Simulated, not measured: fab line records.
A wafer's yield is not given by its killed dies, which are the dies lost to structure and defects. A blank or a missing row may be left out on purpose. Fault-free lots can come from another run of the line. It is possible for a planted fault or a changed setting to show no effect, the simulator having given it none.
Chamber matching    flow n5Finfet    4 sister chambers for N5_BEOL_M7_STRIP_19 on rieDiel-04
The step strips in O2. 4 wafers are shown with their chamber, then 12 later ones without.

WAFERS PAIRED WITH THEIR CHAMBERS
wafer   chamber  drypumpMotorCurrentA (A)
L086.4  1        6.6
L088.1  0        6.2
L088.2  2        5.5
L088.3  3        5.6

WAFERS MISSING THEIR CHAMBER
wafer   drypumpMotorCurrentA (A)
L091.1  6.1
L091.4  5.5
L091.5  6.6
L093.1  5.6
L093.2  6.6
L093.3  5.5
L093.4  6.1
L093.5  5.6
L093.6  5.5
L096.1  6.6
L096.3  5.5
L096.5  5.7

EACH ONE'S CHAMBER
wafer   from the rows above      in truth
L091.1  0                        0
L091.4  can't be placed: 2 or 3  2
L091.5  1                        1
L093.1  can't be placed: 3 or 2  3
L093.2  1                        1
L093.3  can't be placed: 2 or 3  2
L093.4  0                        0
L093.5  can't be placed: 3 or 2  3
L093.6  can't be placed: 2 or 3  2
L096.1  1                        1
L096.3  can't be placed: 2 or 3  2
L096.5  can't be placed: 3 or 2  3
Placed correctly: 5 of 12. Unplaceable from these rows: 7, with the true chamber sitting among the candidates in 7. Number placed wrongly: 0.
How it was worked out, from the rows above alone: a wafer's distance from a chamber is the root of the sum, over the readings, of the square of ((its reading less the chamber's mean) divided by the reading's scatter). The wafer belongs to the nearest chamber; if the next one is less than 2 further off, it can't be placed. The mean given for a chamber averages the wafers shown for that chamber. The scatter: with one shown wafer a chamber, the root of the mean of the squares of how far each hidden wafer lies from its nearest shown one.
